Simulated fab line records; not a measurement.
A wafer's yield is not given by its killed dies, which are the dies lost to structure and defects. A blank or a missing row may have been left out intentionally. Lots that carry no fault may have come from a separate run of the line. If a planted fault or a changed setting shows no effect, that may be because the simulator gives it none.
fab line records + flow n5_finfet + part 2 of 2: steps 25 to 31 of 31
record
- lots=5
- wafers=15
- last_day=16
route steps=1938 shown MOL_CONTACT_COAG@553
lots with no fault: from the same line, run without faults
start_h: hours from the record's first day to the start of the lot's first wafer shown + wait_h: hours elapsed since this lot's preceding step + " same as the row above + L1.1+2: one row covering several wafers at once + - no value, or no start given + * or withheld: withheld + < > ~ a bound
route shown NAME@n: NAME is a module with steps in the file, n the number in the route of the first one + usual: the fault-free wafers' mean and standard deviation + same: alike in all rows + chamber/n: place in a boat + sites: each site's reading + _std_site: standard deviation across them + _edge_site: the outer-site mean with the inner-site mean subtracted + radius_mm: for every site, how far away it sits from the centre of the wafer + mask NAME#n: copy n + behind: the most recent tool/chamber to have shaped the wafer + hold: the reason the lot was held/the length of the hold in hours/how it ended + device: the n, p or np transistor that did not switch + end of line: tests of these same wafers at the route's end + a step with no rows: only its recipe + killed: not the wafer's yield, but the dies lost to structure and defects at the first sort + map: the dies of a wafer, with x for killed, . for not killed, _ for no die there
set.NAME: the setting that was run; set.NAME@STEP: the one run at that earlier step + model.NAME: the simulator's own value behind a step, which no gauge read
lots seen at some steps along the route; tables by step, rows by wafer
services: a tool's chamber out of use, with start hour (start_h, from the record's first day; less than 0 if before it), hours out, and reason
## steps
# step N5_MOL_CONTACT_COAG_ALD_131
# recipe
- material=SiO2
- target_thk_a=50
- temp_c=100
- ald_precursor_family=BDEAS
- ald_co_reactant=O2-plasma
- pulse_time_s=1
- co_reactant_pulse_time_s=1
- purge_time_s=2
- co_reactant_purge_time_s=2
- ald_cycles=35
- pressure_torr=2
# usual
- heater_power_w=76/8.5
- precursor_pulse_height_rel=1.001/0.021
| lot.wafer | tool       | chamber | start_h | wait_h | heater_power_w | precursor_pulse_height_rel |
|-----------|------------|---------|---------|--------|----------------|----------------------------|
| L074.1    | ald_sin-02 | 0       | 100.44  | 0.3    | 72             | 1.009                      |
| L074.2    | "          | 1       | "       | "      | 72             | 1.000                      |
| L074.4    | "          | 2       | "       | "      | 82             | 0.981                      |
| L079.2    | ald_sin-03 | 0       | 136.74  | 0.1    | 78             | 1.005                      |
| L079.4    | "          | 1       | "       | "      | 66             | 0.990                      |
| L079.6    | "          | 3       | "       | "      | 82             | 0.987                      |
| L084.1    | ald_sin-03 | 3       | 160.62  | 0.1    | 81             | 1.005                      |
| L084.2    | "          | 0       | "       | "      | 77             | 1.037                      |
| L084.5    | "          | 1       | "       | "      | 67             | 1.002                      |
| L085.1    | ald_sin-02 | 2       | 172.53  | 0.1    | 85             | 1.001                      |
| L085.3    | "          | 3       | "       | "      | 72             | 1.026                      |
| L085.6    | "          | 2       | "       | "      | 81             | 0.960                      |
| L094.4    | ald_sin-03 | 0       | 223.48  | 0.1    | 79             | 1.006                      |
| L094.5    | "          | 2       | "       | "      | 67             | 1.005                      |
| L094.6    | "          | 1       | "       | "      | 65             | 1.033                      |
# step N5_MOL_CONTACT_COAG_ETCHBACK_132
# recipe
- chemistry=CHF3
- target=SiO2
- target_depth_a=100
- time_s=6.7
- ion_energy_ev=200
- pressure_mtorr=30
- source_w=610
- bias_w=170
- Ar_flow_sccm=200
- CHF3_flow_sccm=50
# usual
- drypump_motor_current_A=5.8/0.46
- oes_product_au=0.77/0.056
- rf_vpp_V=519/11
- showerhead_plenum_p_Torr=2.41/0.04
- throttle_valve_pct=18.82/0.22
| lot.wafer | tool        | chamber | start_h | wait_h | drypump_motor_current_A | oes_product_au | rf_hours_counter_h | rf_vpp_V | showerhead_plenum_p_Torr | throttle_valve_pct |
|-----------|-------------|---------|---------|--------|-------------------------|----------------|--------------------|----------|--------------------------|--------------------|
| L074.1    | rie_diel-02 | 1       | 100.65  | 0.1    | 6.2                     | 0.71           | 202                | 518      | 2.37                     | 18.56              |
| L074.2    | "           | 3       | "       | "      | 5.9                     | 0.77           | 99                 | 499      | 2.40                     | 18.96              |
| L074.4    | "           | 2       | "       | "      | 5.1                     | 0.73           | 167                | 512      | 2.39                     | 19.20              |
| L079.2    | rie_diel-06 | 3       | 136.92  | 0.1    | 5.7                     | 0.84           | 73                 | 530      | 2.43                     | 18.88              |
| L079.4    | "           | 1       | "       | "      | 5.7                     | 0.72           | 190                | 518      | 2.45                     | 18.80              |
| L079.6    | "           | 3       | "       | "      | 5.7                     | 0.85           | -                  | 530      | 2.43                     | 18.90              |
| L084.1    | rie_diel-05 | 2       | 161.64  | 0.9    | 4.9                     | 0.74           | 180                | 533      | 2.46                     | 18.45              |
| L084.2    | "           | 3       | "       | "      | 5.5                     | 0.82           | 83                 | 516      | 2.49                     | 18.42              |
| L084.5    | "           | 1       | "       | "      | 6.2                     | 0.85           | -                  | 536      | 2.42                     | 18.86              |
| L085.1    | rie_diel-06 | 1       | 172.94  | 0.3    | 5.7                     | 0.69           | 202                | 520      | 2.45                     | 18.79              |
| L085.3    | "           | 2       | "       | "      | 5.5                     | 0.78           | 115                | 507      | 2.40                     | 18.65              |
| L085.6    | "           | 0       | "       | "      | 6.4                     | 0.70           | -                  | 508      | 2.36                     | 19.05              |
| L094.4    | rie_diel-02 | 0       | 223.68  | 0.1    | 6.6                     | 0.84           | 70                 | 520      | 2.50                     | 18.73              |
| L094.5    | "           | 1       | "       | "      | 6.3                     | 0.69           | -                  | 519      | 2.35                     | 18.64              |
| L094.6    | "           | 0       | "       | "      | 6.6                     | 0.84           | -                  | 519      | 2.50                     | 18.72              |
# step N5_MOL_CONTACT_COAG_ETCH_91
# recipe
- chemistry=N2/H2
- target=SOC
- target_depth_a=600
- overetch_a=210
- mask_material=SiARC
- temp_c=40
- time_s=101.2
- ion_energy_ev=200
- pressure_mtorr=30
- source_w=840
- bias_w=150
- n2_flow_sccm=200
- h2_flow_sccm=200
# usual
- drypump_motor_current_A=5.8/0.46
- h2_flow_sccm=200.0/0.6
- oes_product_au=0.64/0.045
- rf_vpp_V=524.9/1.5
- showerhead_plenum_p_Torr=2.58/0.054
- throttle_valve_pct=17.91/0.19
| lot.wafer | tool        | chamber | start_h | wait_h | drypump_motor_current_A | h2_flow_sccm | oes_product_au | rf_hours_counter_h | rf_vpp_V | showerhead_plenum_p_Torr | throttle_valve_pct |
|-----------|-------------|---------|---------|--------|-------------------------|--------------|----------------|--------------------|----------|--------------------------|--------------------|
| L074.1    | rie_diel-02 | 1       | 100.69  | 0.0    | 6.3                     | 199.3        | 0.61           | 202                | 524.2    | 2.53                     | 17.69              |
| L074.2    | "           | 3       | "       | "      | 5.9                     | 199.3        | 0.66           | 99                 | 525.5    | 2.56                     | 18.14              |
| L074.4    | "           | 2       | "       | "      | 5.1                     | 200.3        | 0.62           | 167                | 524.4    | 2.53                     | 18.11              |
| L079.2    | rie_diel-06 | 3       | 136.95  | 0.0    | 5.7                     | 200.5        | 0.70           | 73                 | 525.1    | 2.57                     | 17.89              |
| L079.4    | "           | 1       | "       | "      | 5.7                     | 200.4        | 0.59           | 190                | 525.4    | 2.63                     | 17.78              |
| L079.6    | "           | 3       | "       | "      | 5.7                     | 200.1        | 0.70           | -                  | 524.8    | 2.57                     | 17.88              |
| L084.1    | rie_diel-05 | 2       | 161.68  | 0.0    | 4.9                     | 199.4        | 0.62           | 181                | 526.9    | 2.64                     | 17.62              |
| L084.2    | "           | 3       | "       | "      | 5.5                     | 200.2        | 0.70           | 83                 | 528.0    | 2.67                     | 17.57              |
| L084.5    | "           | 1       | "       | "      | 6.2                     | 198.8        | 0.70           | -                  | 524.7    | 2.57                     | 17.94              |
| L085.1    | rie_diel-06 | 1       | 172.97  | 0.0    | 5.7                     | 200.3        | 0.58           | 202                | 525.7    | 2.62                     | 17.83              |
| L085.3    | "           | 2       | "       | "      | 5.5                     | 199.4        | 0.66           | 115                | 523.7    | 2.56                     | 17.77              |
| L085.6    | "           | 0       | "       | "      | 6.4                     | 199.7        | 0.59           | -                  | 522.9    | 2.52                     | 18.26              |
| L094.4    | rie_diel-02 | 0       | 223.72  | 0.0    | 6.5                     | 200.0        | 0.70           | 70                 | 528.5    | 2.70                     | 18.00              |
| L094.5    | "           | 1       | "       | "      | 6.3                     | 200.5        | 0.58           | -                  | 523.0    | 2.52                     | 17.76              |
| L094.6    | "           | 0       | "       | "      | 6.5                     | 199.2        | 0.70           | -                  | 527.6    | 2.71                     | 17.99              |
# step N5_MOL_CONTACT_COAG_STRIP_92
# recipe
- chemistry=N2/H2
- temp_c=40
- n2_flow_sccm=200
- h2_flow_sccm=200
- rf_frequency_hz=6e+07
| lot.wafer  | tool        | chamber | start_h | wait_h |
|------------|-------------|---------|---------|--------|
| L074.1+2+4 | rie_diel-02 | 1,3,2   | 100.76  | 0.0    |
| L079.2+4+6 | rie_diel-06 | 3,1,3   | 137.03  | 0.0    |
| L084.1+2+5 | rie_diel-05 | 2,3,1   | 161.75  | 0.0    |
| L085.1+3+6 | rie_diel-06 | 1,2,0   | 173.04  | 0.0    |
| L094.4+5+6 | rie_diel-02 | 0,1,0   | 223.79  | 0.0    |
# step N5_MOL_CONTACT_COAG_STRIP_93
# recipe
- chemistry=N2/H2
- temp_c=40
- n2_flow_sccm=200
- h2_flow_sccm=200
- rf_frequency_hz=6e+07
| lot.wafer  | tool        | chamber | start_h | wait_h |
|------------|-------------|---------|---------|--------|
| L074.1+2+4 | rie_diel-02 | 1,3,2   | 100.77  | 0.0    |
| L079.2+4+6 | rie_diel-06 | 3,1,3   | 137.04  | 0.0    |
| L084.1+2+5 | rie_diel-05 | 2,3,1   | 161.76  | 0.0    |
| L085.1+3+6 | rie_diel-06 | 1,2,0   | 173.05  | 0.0    |
| L094.4+5+6 | rie_diel-02 | 0,1,0   | 223.80  | 0.0    |
# step N5_MOL_CONTACT_COAG_ETCHBACK_135
# recipe
- chemistry=CHF3
- target=SiO2
- target_depth_a=250
- time_s=16.7
- ion_energy_ev=200
- pressure_mtorr=30
- source_w=610
- bias_w=170
- Ar_flow_sccm=200
- CHF3_flow_sccm=50
# usual
- drypump_motor_current_A=5.8/0.46
- oes_product_au=0.77/0.056
- rf_vpp_V=519/11
- showerhead_plenum_p_Torr=2.41/0.04
- throttle_valve_pct=18.82/0.22
| lot.wafer | tool        | chamber | start_h | wait_h | drypump_motor_current_A | oes_product_au | rf_hours_counter_h | rf_vpp_V | showerhead_plenum_p_Torr | throttle_valve_pct |
|-----------|-------------|---------|---------|--------|-------------------------|----------------|--------------------|----------|--------------------------|--------------------|
| L074.1    | rie_diel-02 | 1       | 100.78  | 0.0    | 6.2                     | 0.72           | 202                | 519      | 2.37                     | 18.58              |
| L074.2    | "           | 3       | "       | "      | 5.8                     | 0.79           | 99                 | 498      | 2.40                     | 18.98              |
| L074.4    | "           | 2       | "       | "      | 5.1                     | 0.74           | 167                | 513      | 2.39                     | 19.19              |
| L079.2    | rie_diel-06 | 3       | 137.05  | 0.0    | 5.7                     | 0.84           | 73                 | 531      | 2.43                     | 18.90              |
| L079.4    | "           | 1       | "       | "      | 5.7                     | 0.71           | 190                | 518      | 2.45                     | 18.78              |
| L079.6    | "           | 3       | "       | "      | 5.7                     | 0.84           | -                  | 531      | 2.43                     | 18.90              |
| L084.1    | rie_diel-05 | 2       | 161.77  | 0.0    | 4.9                     | 0.75           | 181                | 536      | 2.46                     | 18.45              |
| L084.2    | "           | 3       | "       | "      | 5.5                     | 0.83           | 83                 | 515      | 2.49                     | 18.42              |
| L084.5    | "           | 1       | "       | "      | 6.2                     | 0.84           | -                  | 536      | 2.42                     | 18.84              |
| L085.1    | rie_diel-06 | 1       | 173.06  | 0.0    | 5.7                     | 0.70           | 202                | 520      | 2.45                     | 18.81              |
| L085.3    | "           | 2       | "       | "      | 5.5                     | 0.77           | 115                | 508      | 2.40                     | 18.64              |
| L085.6    | "           | 0       | "       | "      | 6.4                     | 0.69           | -                  | 506      | 2.36                     | 19.05              |
| L094.4    | rie_diel-02 | 0       | 223.81  | 0.0    | 6.6                     | 0.84           | 70                 | 519      | 2.50                     | 18.72              |
| L094.5    | "           | 1       | "       | "      | 6.3                     | 0.69           | -                  | 517      | 2.35                     | 18.63              |
| L094.6    | "           | 0       | "       | "      | 6.5                     | 0.84           | -                  | 519      | 2.50                     | 18.73              |
# step N5_MOL_CONTACT_COAG_STRIP_118
# recipe
- chemistry=CHF3
- resist=SiARC
- rf_frequency_hz=6e+07
| lot.wafer  | tool        | chamber | start_h | wait_h |
|------------|-------------|---------|---------|--------|
| L074.1+2+4 | rie_diel-02 | 1,3,2   | 100.80  | 0.0    |
| L079.2+4+6 | rie_diel-06 | 3,1,3   | 137.07  | 0.0    |
| L084.1+2+5 | rie_diel-05 | 2,3,1   | 161.79  | 0.0    |
| L085.1+3+6 | rie_diel-06 | 1,2,0   | 173.09  | 0.0    |
| L094.4+5+6 | rie_diel-02 | 0,1,0   | 223.83  | 0.0    |
## services
| tool           | chamber | start_h | hours | kind   |
|----------------|---------|---------|-------|--------|
| ald_sin-02     | 3       | 77.70   | 2.4   | repair |
| cmp-04         | -       | 82.95   | 6.9   | pm     |
| rie_diel-06    | 3       | 91.74   | 2.4   | repair |
| cmp-04         | -       | 93.07   | 14.5  | repair |
| euv_scanner-02 | -       | 94.40   | 1.0   | pm     |
| cmp-04         | -       | 107.92  | 2.0   | repair |
| ald_sin-03     | 0       | 108.65  | 1.6   | repair |
| ald_sin-03     | 1       | 110.91  | 6.8   | repair |
| ald_sin-02     | -       | 112.32  | 0.6   | repair |
| cmp-01         | -       | 121.33  | 4.0   | pm     |
| ald_sin-02     | -       | 134.75  | 2.8   | pm     |
| euv_scanner-02 | -       | 150.55  | 1.0   | pm     |
| rie_diel-02    | -       | 156.72  | 16.8  | repair |
| rie_diel-06    | 1       | 161.09  | 4.9   | repair |
| rie_diel-05    | 2       | 164.28  | 5.6   | repair |
| ald_sin-02     | -       | 177.21  | 14.0  | pm     |
| cmp-01         | -       | 182.65  | 5.5   | pm     |
| cmp-04         | -       | 192.23  | 4.0   | pm     |
| euv_scanner-02 | -       | 194.49  | 4.6   | pm     |
| ald_sin-02     | -       | 206.42  | 0.3   | repair |
| euv_scanner-02 | -       | 206.70  | 1.0   | pm     |
| rie_diel-06    | 3       | 211.16  | 15.1  | repair |
| euv_scanner-02 | -       | 214.39  | 1.1   | repair |
| cmp-04         | -       | 223.82  | 2.0   | repair |
